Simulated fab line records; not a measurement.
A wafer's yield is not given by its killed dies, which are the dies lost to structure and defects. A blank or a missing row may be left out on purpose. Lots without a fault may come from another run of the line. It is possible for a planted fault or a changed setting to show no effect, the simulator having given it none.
Matching of chambers :: flow nand harc :: NHARC_A_SGD_CUT_ETCHBACK_24 on rie diel-05 has 4 sister chambers
The step etches the open film in CH3F/O2, target depth 50 nm, time 92.857 s. 8 wafers are shown with their chamber, then 10 later ones without.

WAFERS, EACH WITH ITS CHAMBER
wafer: L080.4
chamber: 3
drypump motor current A (A): 5.2
rf vpp V (V): 244.4

wafer: L088.5
chamber: 1
drypump motor current A (A): 6.2
rf vpp V (V): 244.9

wafer: L088.6
chamber: 2
drypump motor current A (A): 5.1
rf vpp V (V): 242.5

wafer: L087.4
chamber: 2
drypump motor current A (A): 5.1
rf vpp V (V): 243.2

wafer: L087.5
chamber: 3
drypump motor current A (A): 5.1
rf vpp V (V): 245.0

wafer: L087.6
chamber: 0
drypump motor current A (A): 5.1
rf vpp V (V): 244.2

wafer: L092.2
chamber: 1
drypump motor current A (A): 6.2
rf vpp V (V): 243.2

wafer: L092.5
chamber: 0
drypump motor current A (A): 5.1
rf vpp V (V): 243.5

WAFERS MISSING THEIR CHAMBER
wafer: L092.6
drypump motor current A (A): 6.2
rf vpp V (V): 244.7

wafer: L097.3
drypump motor current A (A): 5.2
rf vpp V (V): 244.8

wafer: L097.4
drypump motor current A (A): 5.1
rf vpp V (V): 242.6

wafer: L097.6
drypump motor current A (A): 5.1
rf vpp V (V): 242.8

wafer: L093.1
drypump motor current A (A): 5.1
rf vpp V (V): 243.1

wafer: L093.2
drypump motor current A (A): 5.2
rf vpp V (V): 243.6

wafer: L093.5
drypump motor current A (A): 6.2
rf vpp V (V): 243.9

wafer: L095.1
drypump motor current A (A): 5.2
rf vpp V (V): 243.9

wafer: L095.2
drypump motor current A (A): 5.1
rf vpp V (V): 241.4

wafer: L095.6
drypump motor current A (A): 6.2
rf vpp V (V): 243.3

EACH ONE'S CHAMBER
wafer: L092.6
from the rows above: 1
in truth: 1

wafer: L097.3
from the rows above: can't be placed: 3 or 0
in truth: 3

wafer: L097.4
from the rows above: can't be placed: 2 or 0
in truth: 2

wafer: L097.6
from the rows above: can't be placed: 2 or 0
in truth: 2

wafer: L093.1
from the rows above: can't be placed: 2 or 0
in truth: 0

wafer: L093.2
from the rows above: can't be placed: 3 or 0 or 2
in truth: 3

wafer: L093.5
from the rows above: 1
in truth: 1

wafer: L095.1
from the rows above: can't be placed: 3 or 0 or 2
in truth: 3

wafer: L095.2
from the rows above: can't be placed: 2 or 0
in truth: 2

wafer: L095.6
from the rows above: 1
in truth: 1
Placed correctly: 3 of 10. Unplaceable from these rows: 7, with the true chamber sitting among the candidates in 7. Wrongly placed: 0.
How it was worked out, from the rows above alone: a wafer's distance from a chamber is the root of the sum, over the readings, of the square of ((its reading less the chamber's mean) divided by the reading's scatter). If the next closest chamber is less than 2 further off than the closest, the wafer can't be placed; otherwise it belongs to the closest. For every chamber, the mean is computed from those of its wafers that are shown. The scatter: the root of (the sum of the squares of (reading less its chamber's mean) over the shown wafers, divided by (wafers less chambers)).
